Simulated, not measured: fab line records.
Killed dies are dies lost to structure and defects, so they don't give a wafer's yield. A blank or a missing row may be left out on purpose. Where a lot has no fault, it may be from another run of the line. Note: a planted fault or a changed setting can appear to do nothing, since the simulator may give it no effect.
A struck lot beside a sound one :: flow n5-finfet :: 45 steps out of a route of 1938
Sound: wafers L948.3, L948.4, L948.5. Struck: wafer L951.2 (L951.4, L951.5, from the same lot, were not struck and are left out); the cause is given at the end.
Per side, at each step with rows, come the tool, then ch with its chambers, and then its first start. Under that, the readings that differ: sound wafers :: struck wafers :: difference of the means :: sigmas: that difference in standard deviations of wafers without a fault.
alike: same words and numbers on both sides, and readings whose means sit less than 2 such deviations apart. not compared: any withheld reading, any reading some wafer has no value for, any bound like >300 that may hide the same value, and any number with overlapping values for which the record gives no deviation.
Wherever a step has rows on one side only, a row that says differs or no value, or a row with sigmas, the two part there. Numbers that don't overlap but have no deviation are shown without sigmas and don't part them. Lack of a reading on every wafer of one side parts them only where that side has two or more wafers.

first, 11 steps without rows for these wafers: N5_BEOL_M2_DESCUM_33 (chemistry O2, time 7 s); N5_BEOL_M2_ETCH_77 (etches underlayer in N2/H2, target depth 6.5 nm, time 5.2 s); N5_BEOL_M2_ETCH_69 (etches SiARC in CF4, target depth 15.6 nm, time 26 s); N5_BEOL_M2_ALD_98 (deposits SiO2, target thk 2.5 nm, pulse time 1 s, co reactant pulse time 1 s); N5_BEOL_M2_ETCHBACK_99 (etches SiO2 in CHF3, target depth 5 nm, time 10.4 s); N5_BEOL_M2_ETCH_70 (etches SOC in N2/H2, target depth 80 nm, overetch 24 nm, time 130 s); N5_BEOL_M2_STRIP_71 (strips in N2/H2); N5_BEOL_M2_STRIP_78 (strips in N2/H2); N5_BEOL_M2_VIA_ETCH_34 (etches the open film in C4F6/O2, target depth 69.4 nm, time 65.9 s); N5_BEOL_M2_STRIP_83 (strips in C4F6/O2); N5_BEOL_M2_STRIP_36 (strips in N2/H2).
N5_BEOL_M2_TRENCH_ETCH_37: etches SiOC in C4F6/O2, target depth 55.555 nm, time 29.2 s.
  sound on rie-diel-05 ch 2,3, day 8 04:00; struck on rie-diel-05 ch 3, day 8 13:43
reading: rf-hours-counter-h (h)
sound: - - -
struck: 128
difference: no value on the sound wafers
sigmas: 

reading: model.BEOL_M2.feature-depth-nm (nm)
sound: 54.8 55.6 55
struck: 46.2
difference: -8.9
sigmas: 

reading: model.etch.depth-nm (nm)
sound: 54.75 55.65 54.94
struck: 46.17
difference: -8.94
sigmas: 

reading: model.TiN_of_BEOL_M2_HM_DEP_02.thk-nm (nm)
sound: 18 18.2 18.2
struck: 17.8
difference: -0.3
sigmas: 
  alike: drypump-motor-current-A, oes-product-au, rf-vpp-V, showerhead-plenum-p-Torr, throttle-valve-pct
then, 2 steps without rows for these wafers: N5_BEOL_M2_ETCH_41 (etches SiCN in CH3F/O2, target depth 29.9 nm, time 52.5 s); N5_BEOL_M2_STRIP_97 (strips in N2/H2, time 10 s).
N5_BEOL_M2_OCD_MEAS_38:
  struck on ocd-02, day 8 13:52; sound on ocd-01, day 8 04:12
reading: trench-depth-nm (nm)
sound: 54.7 55.9 55.3
struck: 46.5
difference: -8.8
sigmas: -13
then, 25 steps without rows for these wafers: N5_BEOL_M2_HM_STRIP_39 (strips TiN in peroxide tin strip, target depth 25 nm, time 158 s); N5_BEOL_M2_SRD_40 (time 30 s); N5_BEOL_M2_PRECLEAN_42 (cleans in residue remover, time 60 s); N5_BEOL_M2_SRD_43 (time 30 s); N5_BEOL_M2_DEGAS_44 (time 60 s); N5_BEOL_M2_PRE_CLEAN_45 (time 30 s); N5_BEOL_M2_ALD_84 (deposits TaN, pulse time 2 s, purge time 3 s, co reactant purge time 2 s); N5_BEOL_M2_SURFACE_TREAT_85; N5_BEOL_M2_CVD_47 (deposits Co from CCTBA/H2, target thk 3 nm, time 223.8 s); N5_BEOL_M2_SPUTTER_48 (material Cu, target thk 4.5 nm, time 8.29 s); N5_BEOL_M2_ANNEAL_49 (time 240 s); N5_BEOL_M2_SPUTTER_79 (material Cu, target thk 4.5 nm, time 8.29 s); N5_BEOL_M2_ANNEAL_80 (time 240 s); N5_BEOL_M2_SPUTTER_81 (material Cu, target thk 4.5 nm, time 8.29 s); N5_BEOL_M2_ANNEAL_82 (time 240 s); N5_BEOL_M2_SPUTTER_86 (material Cu, target thk 4.5 nm, time 8.29 s); N5_BEOL_M2_ANNEAL_87 (time 240 s); N5_BEOL_M2_SPUTTER_88 (material Cu, target thk 4.5 nm, time 8.29 s); N5_BEOL_M2_ANNEAL_89 (time 240 s); N5_BEOL_M2_SPUTTER_90 (material Cu, target thk 4.5 nm, time 8.29 s); N5_BEOL_M2_ANNEAL_91 (time 240 s); N5_BEOL_M2_SPUTTER_92 (material Cu, target thk 4.5 nm, time 8.29 s); N5_BEOL_M2_ANNEAL_93 (time 240 s); N5_BEOL_M2_SPUTTER_94 (material Cu, target thk 4.5 nm, time 8.29 s); N5_BEOL_M2_ANNEAL_95 (time 240 s).
N5_BEOL_M2_CMP_52: polishes, stops on SiOC, t overpolish 6.8 s, target thk 40 nm.
  sound on cmp-01 ch 1,3, day 8 07:19; struck on cmp-02 ch 3, day 8 17:35
reading: model.Cu_of_BEOL_M2_ECD_50.thk-nm (nm)
sound: 39.8 40 39
struck: 32
difference: -8
sigmas: 
  alike: barrier-field-endpoint-s, motor-current-A, overpolish-run-s, time-to-endpoint-s
N5_BEOL_M2_THK_MEAS_53: measures by xrf.
  struck on film-metro-01, day 8 17:53; sound on film-metro-02, day 8 07:36
reading: M2_THK (nm)
sound: 40.0 40.1 39.2
struck: 32.4
difference: -7.4
sigmas: -7
N5_BEOL_M2_RS_MEAS_58: measures by four-point-probe.
  struck on film-metro-01, day 8 18:14; sound on film-metro-01, day 8 07:53
reading: M2_RS (ohm/sq)
sound: 0.674 0.668 0.689
struck: 0.895
difference: +0.218
sigmas: +9
N5_BEOL_M4_RC_MEAS_101:
  sound on prober-02 ch 0, day 9 04:53; struck on prober-02 ch 0, day 9 14:28
reading: DIBL_P (mV/V)
sound: 39.3 34.6 35.4
struck: 33.1
difference: -3.3
sigmas: -2

reading: IOFF_P (nA/um)
sound: 0.321 0.226 0.238
struck: 0.183
difference: -0.079
sigmas: -3

reading: SERP_M2 (ohm/um)
sound: 207 185 199
struck: 244
difference: +47
sigmas: +4

reading: SERP_M2_max_site (ohm/um)
sound: 223 197 213
struck: 269
difference: +58
sigmas: +4

reading: VT_P (mV)
sound: -242.6 -244.9 -245.7
struck: -251.4
difference: -7.0
sigmas: -2
  alike: DIBL_N, IOFF_N, ION_N, ION_P, SS_N, SS_P, VT_N
-- record jumps: 4 days separate the struck wafers' starts on either side; left off in module BEOL_M4, taken up again in module PASSIVATION, whose first shown step is the route's number 1936 --
N5_PASSIVATION_PROBE_49:
  struck on prober-01, day 13 19:02; sound on prober-01, day 13 02:52
reading: defect-limited-yield (%)
sound: 91.6 93.6 91.9
struck: 88.7
difference: -3.7
sigmas: -2

reading: killed_at_M0_to_M3
sound: 39 21 26
struck: 53
difference: +24
sigmas: +2

reading: killed-at-front-end
sound: 23 25 24
struck: 53
difference: +29
sigmas: +3

reading: killed-dies
sound: 99 76 96
struck: 133
difference: +43
sigmas: +2

reading: killed-short
sound: 21 28 37
struck: 49
difference: +20
sigmas: +3

reading: sort_bin_5_function (%)
sound: 4.7 3.9 4.3
struck: 6.4
difference: +2.1
sigmas: +2

reading: sort_bin_8_speed (%)
sound: 0 0 0
struck: 0.08
difference: +0.08
sigmas: 

reading: sort-n-pass
sound: 1081 1104 1084
struck: 1047
difference: -43
sigmas: -2
  alike: killed_at_M4_up, killed-at-contacts, killed-at-other, killed-open, sort_bin_6_memory

## WHERE THEY PART
Last at N5_PASSIVATION_PROBE_49 as far as this record goes, first at N5_BEOL_M2_TRENCH_ETCH_37.

WHY: what the simulator had put in
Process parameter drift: rie-diel-05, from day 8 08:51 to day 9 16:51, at N5_BEOL_M2_TRENCH_ETCH_37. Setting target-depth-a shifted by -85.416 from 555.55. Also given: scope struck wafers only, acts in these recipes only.
